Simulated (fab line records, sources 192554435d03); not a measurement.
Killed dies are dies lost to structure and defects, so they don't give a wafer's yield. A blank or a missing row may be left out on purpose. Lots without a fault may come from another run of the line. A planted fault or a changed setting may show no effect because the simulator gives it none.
One fault seen from 2 desks | flow n5_finfet | each desk has only its own numbers; what lay behind them comes last

THE TOOL OWNER'S DESK: ald_sin-04
The tool's own readings at N5_BEOL_M4_ALD_98 (deposits SiO2, target thk 2.5 nm, pulse time 1 s, co reactant pulse time 1 s): means of the sampled wafers that have a number, for each lot that ran on this tool. A lot is out of limits, marked OUT, if its mean lies more than 4 standard deviations from the usual mean; the brackets give that distance.
Columns: A = heater_power_w at N5_BEOL_M4_ALD_98, usual 77 W; B = precursor_pulse_height_rel at N5_BEOL_M4_ALD_98, usual 1.000; C = susceptor_temp_C at N5_BEOL_M4_ALD_98, usual 100.00 C
lot  | first seen here | A  | B     | C
L120 | day 7 06:50     | 67 | 1.003 | 100.03
L124 | day 8 07:08     | 67 | 0.998 | 99.93
L123 | day 8 08:06     | 71 | 1.006 | 100.15
L135 | day 11 02:39    | 68 | 0.989 | 100.03
L137 | day 11 23:14    | 68 | 1.012 | 97.00 (-23) OUT
L140 | day 12 23:44    | 63 | 1.003 | 97.17 (-22) OUT
This desk's finding: out of limits on L137, L140; first on L137, day 11 23:14 (susceptor_temp_C at N5_BEOL_M4_ALD_98). In limits: L120, L124, L123, L135.

THE METROLOGY DESK
What the gauges read, lot by lot, whatever tool the lot ran on: means of the sampled wafers that have a number. A lot is out of limits, marked OUT, if its mean lies more than 4 standard deviations from the usual mean; the brackets give that distance. Of its 10 readings 7 are shown: those that lie furthest out on some lot.
Columns: A = DIBL_N at N5_BEOL_M4_RC_MEAS_101, usual 36.8 mV/V; B = DIBL_P at N5_BEOL_M4_RC_MEAS_101, usual 37.1 mV/V; C = IOFF_P at N5_BEOL_M4_RC_MEAS_101, usual 0.22 nA/um; D = ION_N at N5_BEOL_M4_RC_MEAS_101, usual 679 uA/um; E = ION_P at N5_BEOL_M4_RC_MEAS_101, usual 466 uA/um; F = SS_N at N5_BEOL_M4_RC_MEAS_101, usual 71.7 mV/dec; G = VT_P at N5_BEOL_M4_RC_MEAS_101, usual -250 mV
lot  | first seen here | A    | B    | C    | D   | E   | F    | G
L120 | day 7 12:11     | 37.3 | 38.3 | 0.22 | 675 | 461 | 72.0 | -251
L124 | day 8 11:34     | 37.0 | 38.6 | 0.24 | 681 | 468 | 71.8 | -249
L123 | day 8 13:56     | 37.5 | 37.7 | 0.27 | 694 | 482 | 71.7 | -245
L125 | day 8 17:46     | 37.2 | 36.4 | 0.22 | 675 | 462 | 72.3 | -248
L135 | day 11 08:31    | 36.8 | 38.2 | 0.21 | 688 | 470 | 72.3 | -252
L136 | day 11 22:59    | 37.0 | 37.0 | 0.23 | 687 | 468 | 71.4 | -248
L137 | day 12 05:23    | 35.8 | 36.7 | 0.22 | 677 | 470 | 71.2 | -250
L140 | day 13 06:37    | 38.1 | 36.7 | 0.18 | 679 | 460 | 71.8 | -256
L142 | day 13 08:35    | 34.9 | 34.7 | 0.22 | 679 | 472 | 71.7 | -248
This desk's finding: nothing out of limits on any of the 9 lots.

PUT TOGETHER
The tool owner's desk could have raised an alarm at day 11 23:14, on L137, L140.
The metrology desk saw nothing out of limits.
The metrology desk has L137, L140 on record, within its limits.
Of the lots named, all ran N5_BEOL_M4_ALD_98 on ald_sin-04.

WHAT THE SIMULATOR HAD PUT IN
Process parameter drift: ald_sin-04, from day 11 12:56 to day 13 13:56, at N5_BEOL_M4_ALD_98. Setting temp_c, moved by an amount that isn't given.
Lots struck among those shown: L137, L140.
Hours from the fault's start to each desk's first reading out of limits: the tool owner's desk, 10.
